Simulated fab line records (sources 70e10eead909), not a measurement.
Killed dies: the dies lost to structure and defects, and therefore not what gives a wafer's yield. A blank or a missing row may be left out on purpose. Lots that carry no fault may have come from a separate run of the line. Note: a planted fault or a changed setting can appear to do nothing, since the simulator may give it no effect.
Chamber matching / flow nand_harc / rie_diel-02 running NHARC_A_STAIRCASE_DESCUM_219: 4 sister chambers
The step chemistry O2, time 3 s. 16 wafers are shown with their chamber, then 8 later ones without.

## WAFERS WITH THEIR CHAMBER
wafer=L081.3; chamber=0; drypump_motor_current_A (A)=5.2; showerhead_plenum_p_Torr (Torr)=1.93; throttle_valve_pct (%)=11.296
wafer=L081.4; chamber=3; drypump_motor_current_A (A)=5.2; showerhead_plenum_p_Torr (Torr)=1.87; throttle_valve_pct (%)=11.290
wafer=L081.5; chamber=3; drypump_motor_current_A (A)=5.2; showerhead_plenum_p_Torr (Torr)=1.87; throttle_valve_pct (%)=11.307
wafer=L082.4; chamber=0; drypump_motor_current_A (A)=5.1; showerhead_plenum_p_Torr (Torr)=1.93; throttle_valve_pct (%)=11.301
wafer=L082.5; chamber=1; drypump_motor_current_A (A)=6.4; showerhead_plenum_p_Torr (Torr)=1.95; throttle_valve_pct (%)=11.316
wafer=L082.6; chamber=0; drypump_motor_current_A (A)=5.1; showerhead_plenum_p_Torr (Torr)=1.93; throttle_valve_pct (%)=11.302
wafer=L086.1; chamber=0; drypump_motor_current_A (A)=5.1; showerhead_plenum_p_Torr (Torr)=1.92; throttle_valve_pct (%)=11.324
wafer=L086.4; chamber=1; drypump_motor_current_A (A)=6.3; showerhead_plenum_p_Torr (Torr)=1.95; throttle_valve_pct (%)=11.322
wafer=L086.5; chamber=0; drypump_motor_current_A (A)=5.1; showerhead_plenum_p_Torr (Torr)=1.92; throttle_valve_pct (%)=11.310
wafer=L088.1; chamber=0; drypump_motor_current_A (A)=5.1; showerhead_plenum_p_Torr (Torr)=1.92; throttle_valve_pct (%)=11.317
wafer=L088.3; chamber=0; drypump_motor_current_A (A)=5.1; showerhead_plenum_p_Torr (Torr)=1.92; throttle_valve_pct (%)=11.311
wafer=L088.4; chamber=1; drypump_motor_current_A (A)=6.3; showerhead_plenum_p_Torr (Torr)=1.95; throttle_valve_pct (%)=11.309
wafer=L091.1; chamber=0; drypump_motor_current_A (A)=5.1; showerhead_plenum_p_Torr (Torr)=1.92; throttle_valve_pct (%)=11.309
wafer=L091.3; chamber=1; drypump_motor_current_A (A)=6.3; showerhead_plenum_p_Torr (Torr)=1.95; throttle_valve_pct (%)=11.322
wafer=L091.4; chamber=2; drypump_motor_current_A (A)=6.3; showerhead_plenum_p_Torr (Torr)=1.88; throttle_valve_pct (%)=11.319
wafer=L092.1; chamber=1; drypump_motor_current_A (A)=6.4; showerhead_plenum_p_Torr (Torr)=1.94; throttle_valve_pct (%)=11.323

SIGNATURES (averages over the wafers above)
reading=drypump_motor_current_A; chamber 0=5.112; chamber 1=6.340; chamber 2=6.300; chamber 3=5.200; scatter within a chamber=0.0416
reading=showerhead_plenum_p_Torr; chamber 0=1.9237; chamber 1=1.9480; chamber 2=1.8800; chamber 3=1.8700; scatter within a chamber=0.00472
reading=throttle_valve_pct; chamber 0=11.30875; chamber 1=11.31840; chamber 2=11.31900; chamber 3=11.29850; scatter within a chamber=0.00847
Rule: for each reading, subtract the chamber's mean from the wafer's reading, divide by that reading's scatter and square the result; add these up over the readings and take the root, which gives the wafer's distance from the chamber. The wafer belongs to the nearest chamber; if the next one is less than 2 further off, it can't be placed. The scatter: take each reading less its chamber's mean, square it, sum over the shown wafers, divide by the number of wafers less the number of chambers, and take the root.

## WAFERS WITHOUT THEIR CHAMBER
wafer=L092.4; drypump_motor_current_A (A)=6.3; showerhead_plenum_p_Torr (Torr)=1.87; throttle_valve_pct (%)=11.317
wafer=L092.6; drypump_motor_current_A (A)=6.3; showerhead_plenum_p_Torr (Torr)=1.94; throttle_valve_pct (%)=11.333
wafer=L093.2; drypump_motor_current_A (A)=5.2; showerhead_plenum_p_Torr (Torr)=1.86; throttle_valve_pct (%)=11.302
wafer=L093.4; drypump_motor_current_A (A)=5.1; showerhead_plenum_p_Torr (Torr)=1.91; throttle_valve_pct (%)=11.314
wafer=L093.6; drypump_motor_current_A (A)=6.3; showerhead_plenum_p_Torr (Torr)=1.87; throttle_valve_pct (%)=11.308
wafer=L095.2; drypump_motor_current_A (A)=6.3; showerhead_plenum_p_Torr (Torr)=1.94; throttle_valve_pct (%)=11.315
wafer=L095.4; drypump_motor_current_A (A)=5.2; showerhead_plenum_p_Torr (Torr)=1.86; throttle_valve_pct (%)=11.304
wafer=L095.6; drypump_motor_current_A (A)=6.3; showerhead_plenum_p_Torr (Torr)=1.87; throttle_valve_pct (%)=11.317

## WHICH CHAMBER EACH WENT THROUGH
wafer=L092.4; from the rows above=2; in truth=2
wafer=L092.6; from the rows above=1; in truth=1
wafer=L093.2; from the rows above=3; in truth=3
wafer=L093.4; from the rows above=0; in truth=0
wafer=L093.6; from the rows above=2; in truth=2
wafer=L095.2; from the rows above=1; in truth=1
wafer=L095.4; from the rows above=3; in truth=3
wafer=L095.6; from the rows above=2; in truth=2
Correctly placed: 8 of 8. Not placeable from these rows: 0. Wrongly placed: 0.
